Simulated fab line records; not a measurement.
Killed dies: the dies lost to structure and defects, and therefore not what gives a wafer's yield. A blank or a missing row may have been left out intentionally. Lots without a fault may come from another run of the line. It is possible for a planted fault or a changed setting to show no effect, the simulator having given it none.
Matching of chambers / flow nandHarc / NHARC_A_STAIRCASE_STRIP_476 on rieDiel-11 has 4 sister chambers
The step strips in O2, time 20 s. 22 wafers are shown with their chamber, then 11 later ones without.

== WAFERS, EACH WITH ITS CHAMBER ==
wafer=L074.2; chamber=1; drypumpMotorCurrentA (A)=6.1; showerheadPlenumPTorr (Torr)=3.28; oesProductAu (a.u.)=1.004
wafer=L074.3; chamber=3; drypumpMotorCurrentA (A)=5.9; showerheadPlenumPTorr (Torr)=3.46; oesProductAu (a.u.)=0.997
wafer=L074.5; chamber=1; drypumpMotorCurrentA (A)=6.1; showerheadPlenumPTorr (Torr)=3.28; oesProductAu (a.u.)=1.011
wafer=L075.1; chamber=2; drypumpMotorCurrentA (A)=5.5; showerheadPlenumPTorr (Torr)=3.78; oesProductAu (a.u.)=1.008
wafer=L075.4; chamber=0; drypumpMotorCurrentA (A)=6.3; showerheadPlenumPTorr (Torr)=3.74; oesProductAu (a.u.)=0.994
wafer=L075.6; chamber=1; drypumpMotorCurrentA (A)=6.1; showerheadPlenumPTorr (Torr)=3.28; oesProductAu (a.u.)=1.010
wafer=L076.2; chamber=3; drypumpMotorCurrentA (A)=5.9; showerheadPlenumPTorr (Torr)=3.45; oesProductAu (a.u.)=0.994
wafer=L076.4; chamber=2; drypumpMotorCurrentA (A)=5.5; showerheadPlenumPTorr (Torr)=3.78; oesProductAu (a.u.)=1.010
wafer=L076.5; chamber=1; drypumpMotorCurrentA (A)=6.1; showerheadPlenumPTorr (Torr)=3.28; oesProductAu (a.u.)=1.005
wafer=L079.3; chamber=3; drypumpMotorCurrentA (A)=5.9; showerheadPlenumPTorr (Torr)=3.45; oesProductAu (a.u.)=1.013
wafer=L079.4; chamber=3; drypumpMotorCurrentA (A)=5.9; showerheadPlenumPTorr (Torr)=3.45; oesProductAu (a.u.)=1.004
wafer=L079.5; chamber=1; drypumpMotorCurrentA (A)=6.1; showerheadPlenumPTorr (Torr)=3.81; oesProductAu (a.u.)=1.000
wafer=L081.2; chamber=1; drypumpMotorCurrentA (A)=6.1; showerheadPlenumPTorr (Torr)=3.80; oesProductAu (a.u.)=1.000
wafer=L081.4; chamber=2; drypumpMotorCurrentA (A)=5.5; showerheadPlenumPTorr (Torr)=3.77; oesProductAu (a.u.)=1.009
wafer=L081.5; chamber=3; drypumpMotorCurrentA (A)=5.9; showerheadPlenumPTorr (Torr)=3.45; oesProductAu (a.u.)=1.009
wafer=L082.2; chamber=0; drypumpMotorCurrentA (A)=6.3; showerheadPlenumPTorr (Torr)=3.73; oesProductAu (a.u.)=0.993
wafer=L082.5; chamber=3; drypumpMotorCurrentA (A)=5.9; showerheadPlenumPTorr (Torr)=3.44; oesProductAu (a.u.)=1.007
wafer=L082.6; chamber=0; drypumpMotorCurrentA (A)=6.2; showerheadPlenumPTorr (Torr)=3.73; oesProductAu (a.u.)=0.991
wafer=L083.1; chamber=0; drypumpMotorCurrentA (A)=6.2; showerheadPlenumPTorr (Torr)=3.72; oesProductAu (a.u.)=0.985
wafer=L083.4; chamber=2; drypumpMotorCurrentA (A)=5.4; showerheadPlenumPTorr (Torr)=3.77; oesProductAu (a.u.)=0.994
wafer=L083.6; chamber=1; drypumpMotorCurrentA (A)=6.1; showerheadPlenumPTorr (Torr)=3.80; oesProductAu (a.u.)=0.986
wafer=L088.1; chamber=3; drypumpMotorCurrentA (A)=5.9; showerheadPlenumPTorr (Torr)=3.44; oesProductAu (a.u.)=0.998

SIGNATURES (averages over the wafers above)
reading=drypumpMotorCurrentA; chamber 0=6.250; chamber 1=6.100; chamber 2=5.475; chamber 3=5.900; scatter within a chamber=0.0312
reading=showerheadPlenumPTorr; chamber 0=3.7300; chamber 1=3.5043; chamber 2=3.7750; chamber 3=3.4486; scatter within a chamber=0.162
reading=oesProductAu; chamber 0=0.99075; chamber 1=1.00229; chamber 2=1.00525; chamber 3=1.00314; scatter within a chamber=0.00721
Rule: distance of a wafer from a chamber = root of the sum over the readings of ((wafer's reading minus chamber's mean) / reading's scatter) squared. If the next closest chamber is less than 2 further off than the closest, the wafer can't be placed; otherwise it belongs to the closest. How the scatter is found: for the shown wafers, subtract from each reading the mean of its chamber, square and add these, divide the total by (wafers less chambers), then take the root.

== WAFERS WITH NO CHAMBER GIVEN ==
wafer=L088.4; drypumpMotorCurrentA (A)=6.1; showerheadPlenumPTorr (Torr)=3.79; oesProductAu (a.u.)=0.996
wafer=L088.5; drypumpMotorCurrentA (A)=6.1; showerheadPlenumPTorr (Torr)=3.79; oesProductAu (a.u.)=1.003
wafer=L089.1; drypumpMotorCurrentA (A)=6.1; showerheadPlenumPTorr (Torr)=3.79; oesProductAu (a.u.)=0.997
wafer=L089.2; drypumpMotorCurrentA (A)=6.3; showerheadPlenumPTorr (Torr)=3.72; oesProductAu (a.u.)=0.994
wafer=L089.5; drypumpMotorCurrentA (A)=6.1; showerheadPlenumPTorr (Torr)=3.79; oesProductAu (a.u.)=0.998
wafer=L092.1; drypumpMotorCurrentA (A)=5.9; showerheadPlenumPTorr (Torr)=3.43; oesProductAu (a.u.)=0.991
wafer=L092.2; drypumpMotorCurrentA (A)=6.3; showerheadPlenumPTorr (Torr)=3.71; oesProductAu (a.u.)=0.989
wafer=L092.3; drypumpMotorCurrentA (A)=6.1; showerheadPlenumPTorr (Torr)=3.78; oesProductAu (a.u.)=0.990
wafer=L094.1; drypumpMotorCurrentA (A)=5.5; showerheadPlenumPTorr (Torr)=3.75; oesProductAu (a.u.)=1.002
wafer=L094.4; drypumpMotorCurrentA (A)=6.2; showerheadPlenumPTorr (Torr)=3.71; oesProductAu (a.u.)=0.989
wafer=L094.5; drypumpMotorCurrentA (A)=5.9; showerheadPlenumPTorr (Torr)=3.43; oesProductAu (a.u.)=1.001

== THE CHAMBER EACH PASSED THROUGH ==
wafer=L088.4; from the rows above=1; in truth=1
wafer=L088.5; from the rows above=1; in truth=1
wafer=L089.1; from the rows above=1; in truth=1
wafer=L089.2; from the rows above=0; in truth=0
wafer=L089.5; from the rows above=1; in truth=1
wafer=L092.1; from the rows above=3; in truth=3
wafer=L092.2; from the rows above=0; in truth=0
wafer=L092.3; from the rows above=1; in truth=1
wafer=L094.1; from the rows above=2; in truth=2
wafer=L094.4; from the rows above=0; in truth=0
wafer=L094.5; from the rows above=3; in truth=3
Correctly placed: 11 of 11. Not placeable from these rows: 0. Wrongly placed: 0.
